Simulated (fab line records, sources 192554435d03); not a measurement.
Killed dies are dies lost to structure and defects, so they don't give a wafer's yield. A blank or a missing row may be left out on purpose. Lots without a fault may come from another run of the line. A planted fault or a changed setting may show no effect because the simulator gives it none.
Problem report in the 8D (eight disciplines) form, filled by code | flow n5_finfet | the parts of the form that need people (team, actions taken, sign-off) are left out

1. THE PROBLEM
etch_rf_on_time_s at N5_BEOL_M4_ETCH_69 reads a mean of 37.4 s on 2 wafers of 2 lots; wafers without a fault read 26.5 s with a standard deviation of 0.85. That is +13 standard deviations from the usual mean.
The step: etches SiARC in CF4, target depth 15.6 nm, time 26 s.
First seen on wafer L284.6, day 10 10:46, on rie_diel-01. The record holds 17 wafers of 6 lots with a number at this step. Rule for "out", or "out of limits": more than 4 standard deviations from the usual mean. The other wafers with a number count as sound.

2. WHAT IT IS AND WHAT IT IS NOT
question                    | is                | is not
which readings at this step | etch_rf_on_time_s | chamber_pressure_mTorr, drypump_motor_current_A, rf_vpp_V, showerhead_plenum_p_Torr, throttle_valve_pct
which lots                  | L284, L286        | L274, L278, L291, L295
which wafers of those lots  | L284.6, L286.6    | L284.2, L286.3, L286.5
read on which tools         | rie_diel-01       | rie_diel-05
when                        | from day 10 10:46 | up to then (7 sound wafers); but 8 sound wafers of L286, L291, L295 came after

3. SUSPECTS, AND WHAT RULES EACH OUT
Counting: a tool at a process step up to the reading stays a suspect if it ran every lot that is out. Sound lots after the first of them don't rule it out here, since some wafers of a struck lot are sound.
- rie_diel-01 at N5_BEOL_M4_DESCUM_33 (chemistry O2, time 7 s): kept. It ran every lot that is out, first L284 (day 10 10:43); its last sound lot up to then is L278 (day 8 17:17).
- rie_diel-01 at N5_BEOL_M4_ETCH_77 (etches underlayer in N2/H2, target depth 6.5 nm, time 5.2 s): kept. It ran every lot that is out, first L284 (day 10 10:46); its last sound lot up to then is L278 (day 8 17:19).
- rie_diel-01 at N5_BEOL_M4_ETCH_69 (etches SiARC in CF4, target depth 15.6 nm, time 26 s): kept. It ran every lot that is out, first L284 (day 10 10:46); its last sound lot up to then is L278 (day 8 17:20). Its own readings are out on those wafers: etch_rf_on_time_s.
Left after counting: rie_diel-01 at N5_BEOL_M4_DESCUM_33, rie_diel-01 at N5_BEOL_M4_ETCH_77, rie_diel-01 at N5_BEOL_M4_ETCH_69.

4. THE CAUSE (what the simulator had put in)
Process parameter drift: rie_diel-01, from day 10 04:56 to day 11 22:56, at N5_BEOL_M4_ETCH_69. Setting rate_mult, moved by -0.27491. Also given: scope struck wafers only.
Counting left 3 suspects, and this tool is among them.

5. THE CHAIN OF EFFECTS, in route order
Each row: a reading whose mean over the struck wafers that have a number lies more than 3 standard deviations from the usual. Only readings for which the record gives a usual standard deviation are gone through. hours: the time from each lot's start at the first step in this table that gives one to its start at this step, as a median over the lots. sigmas: the change in usual standard deviations.
hours | step               | reading           | usual  | on struck wafers | change | sigmas
0     | N5_BEOL_M4_ETCH_69 | etch_rf_on_time_s | 26.5 s | 37.4             | +10.9  | +13
The process steps in it:
- N5_BEOL_M4_ETCH_69: etches SiARC in CF4, target depth 15.6 nm, time 26 s.
Later measuring or inspecting steps at which every struck wafer that the step has a row for has a number for every such reading, and none has moved that far: N5_BEOL_M4_RC_MEAS_101.

6. WHAT WOULD HAVE CAUGHT IT SOONER
In this record the first reading out of limits was taken at day 10 10:46, 6 hours after the fault began at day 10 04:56.
